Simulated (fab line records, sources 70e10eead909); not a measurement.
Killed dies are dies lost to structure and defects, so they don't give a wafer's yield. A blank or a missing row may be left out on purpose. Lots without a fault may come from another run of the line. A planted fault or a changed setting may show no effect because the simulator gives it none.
One fault seen from 2 desks | flow nand_harc | each desk has only its own numbers; what lay behind them comes last

THE METROLOGY DESK
What the gauges read, lot by lot, whatever tool the lot ran on: means of the sampled wafers that have a number. A lot is out of limits, marked OUT, if its mean lies more than 4 standard deviations from the usual mean; the brackets give that distance.
Columns: A = cd_nm at NHARC_P_M1_CD_MEAS_09, usual 130.3 nm
lot  | first seen here | A
L911 | day 6 05:22     | 130.6
L912 | day 6 12:40     | 129.5
L913 | day 7 01:47     | 130.3
L914 | day 7 07:07     | 129.8
L915 | day 7 17:52     | 129.6
L916 | day 8 04:26     | 129.6
L921 | day 10 10:39    | 122.5 (-13) OUT
L924 | day 11 12:30    | 122.7 (-13) OUT
L930 | day 14 09:42    | 129.9
L931 | day 14 10:31    | 130.2
L932 | day 15 03:07    | 130.4
L933 | day 15 06:53    | 129.9
L934 | day 15 14:31    | 130.8
This desk's finding: out of limits on L921, L924; first on L921, day 10 10:39 (cd_nm at NHARC_P_M1_CD_MEAS_09). In limits: L911, L912, L913, L914, L915, L916, L930, L931, L932, L933, L934.

THE TOOL OWNER'S DESK: litho_track-06
The tool's own readings at NHARC_P_M1_PEB_07 (peb time 65 s): means of the sampled wafers that have a number, for each lot that ran on this tool. A lot is out of limits, marked OUT, if its mean lies more than 4 standard deviations from the usual mean; the brackets give that distance.
Columns: A = heater_power_total_W at NHARC_P_M1_PEB_07, usual 156.6 W
lot  | first seen here | A
L921 | day 10 10:34    | 176.5 (+49) OUT
L924 | day 11 12:25    | 176.5 (+49) OUT
L930 | day 14 09:37    | 156.9
L931 | day 14 10:26    | 157.1
L932 | day 15 03:02    | 156.3
This desk's finding: out of limits on L921, L924; first on L921, day 10 10:34 (heater_power_total_W at NHARC_P_M1_PEB_07). In limits: L930, L931, L932.

PUT TOGETHER
The tool owner's desk could have raised an alarm at day 10 10:34, on L921, L924.
The metrology desk could have raised an alarm at day 10 10:39, on L921, L924.
Of the lots named, all ran NHARC_P_M1_PEB_07 on litho_track-06.

WHAT THE SIMULATOR HAD PUT IN
Process parameter drift: litho_track-06, from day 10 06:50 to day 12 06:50, at NHARC_P_M1_PEB_07. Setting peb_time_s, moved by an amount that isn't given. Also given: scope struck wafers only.
Lots struck among those shown: L921, L924.
Hours from the fault's start to each desk's first reading out of limits: the tool owner's desk, 4; the metrology desk, 4.
